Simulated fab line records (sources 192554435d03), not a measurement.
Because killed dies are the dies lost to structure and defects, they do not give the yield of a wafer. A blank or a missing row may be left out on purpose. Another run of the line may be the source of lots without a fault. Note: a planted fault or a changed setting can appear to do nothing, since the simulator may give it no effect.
Chamber matching :: flow n5_finfet :: 4 sister chambers for N5_FIN_SAQP_MANDREL_ETCH_58 on rie_si-04
The step etches a-Si in HBr/Cl2, stops on SiNx, target depth 45 nm, bt time 10 s, time 27 s. 18 wafers are shown with their chamber, then 9 later ones without.

## WAFERS PAIRED WITH THEIR CHAMBERS
wafer: L074.1
chamber: 0
throttle_valve_pct (%): 35.58
oes_product_au (a.u.): 0.673

wafer: L074.2
chamber: 1
throttle_valve_pct (%): 35.93
oes_product_au (a.u.): 0.724

wafer: L074.3
chamber: 2
throttle_valve_pct (%): 35.18
oes_product_au (a.u.): 0.712

wafer: L077.3
chamber: 3
throttle_valve_pct (%): 35.75
oes_product_au (a.u.): 0.692

wafer: L077.4
chamber: 2
throttle_valve_pct (%): 35.21
oes_product_au (a.u.): 0.715

wafer: L077.6
chamber: 2
throttle_valve_pct (%): 35.17
oes_product_au (a.u.): 0.715

wafer: L084.1
chamber: 1
throttle_valve_pct (%): 35.97
oes_product_au (a.u.): 0.718

wafer: L084.5
chamber: 0
throttle_valve_pct (%): 35.55
oes_product_au (a.u.): 0.690

wafer: L084.6
chamber: 1
throttle_valve_pct (%): 35.93
oes_product_au (a.u.): 0.726

wafer: L085.2
chamber: 0
throttle_valve_pct (%): 35.58
oes_product_au (a.u.): 0.683

wafer: L085.4
chamber: 2
throttle_valve_pct (%): 35.17
oes_product_au (a.u.): 0.701

wafer: L085.6
chamber: 0
throttle_valve_pct (%): 35.57
oes_product_au (a.u.): 0.685

wafer: L086.1
chamber: 2
throttle_valve_pct (%): 35.20
oes_product_au (a.u.): 0.707

wafer: L086.2
chamber: 1
throttle_valve_pct (%): 35.95
oes_product_au (a.u.): 0.707

wafer: L086.4
chamber: 0
throttle_valve_pct (%): 35.58
oes_product_au (a.u.): 0.689

wafer: L088.2
chamber: 1
throttle_valve_pct (%): 35.97
oes_product_au (a.u.): 0.711

wafer: L088.5
chamber: 3
throttle_valve_pct (%): 35.76
oes_product_au (a.u.): 0.683

wafer: L088.6
chamber: 2
throttle_valve_pct (%): 35.19
oes_product_au (a.u.): 0.701

SIGNATURES (means of the wafers above)
reading: throttle_valve_pct
chamber 0: 35.5720
chamber 1: 35.9500
chamber 2: 35.1867
chamber 3: 35.7550
scatter within a chamber: 0.0162

reading: oes_product_au
chamber 0: 0.68400
chamber 1: 0.71720
chamber 2: 0.70850
chamber 3: 0.68750
scatter within a chamber: 0.00709
Rule: a wafer lies at a distance from a chamber equal to the root of the sum of squares, over the readings, of (its reading less the chamber's mean, divided by the reading's scatter). If the next closest chamber is less than 2 further off than the closest, the wafer can't be placed; otherwise it belongs to the closest. The scatter is the square root of a quotient: the sum, over the shown wafers, of each reading's squared deviation from its chamber's mean, divided by wafers minus chambers.

## WAFERS WHOSE CHAMBER IS MISSING
wafer: L090.2
throttle_valve_pct (%): 35.95
oes_product_au (a.u.): 0.717

wafer: L090.3
throttle_valve_pct (%): 35.18
oes_product_au (a.u.): 0.698

wafer: L090.4
throttle_valve_pct (%): 35.57
oes_product_au (a.u.): 0.690

wafer: L093.1
throttle_valve_pct (%): 35.21
oes_product_au (a.u.): 0.695

wafer: L093.2
throttle_valve_pct (%): 35.96
oes_product_au (a.u.): 0.716

wafer: L093.3
throttle_valve_pct (%): 35.78
oes_product_au (a.u.): 0.673

wafer: L093.4
throttle_valve_pct (%): 35.58
oes_product_au (a.u.): 0.677

wafer: L093.5
throttle_valve_pct (%): 35.75
oes_product_au (a.u.): 0.689

wafer: L093.6
throttle_valve_pct (%): 35.58
oes_product_au (a.u.): 0.680

## THE CHAMBER EACH PASSED THROUGH
wafer: L090.2
from the rows above: 1
in truth: 1

wafer: L090.3
from the rows above: 2
in truth: 2

wafer: L090.4
from the rows above: 0
in truth: 0

wafer: L093.1
from the rows above: 2
in truth: 2

wafer: L093.2
from the rows above: 1
in truth: 1

wafer: L093.3
from the rows above: 3
in truth: 3

wafer: L093.4
from the rows above: 0
in truth: 0

wafer: L093.5
from the rows above: 3
in truth: 3

wafer: L093.6
from the rows above: 0
in truth: 0
Placed correctly: 9 of 9. From these rows, 0 cannot be placed. Wrongly placed: 0.
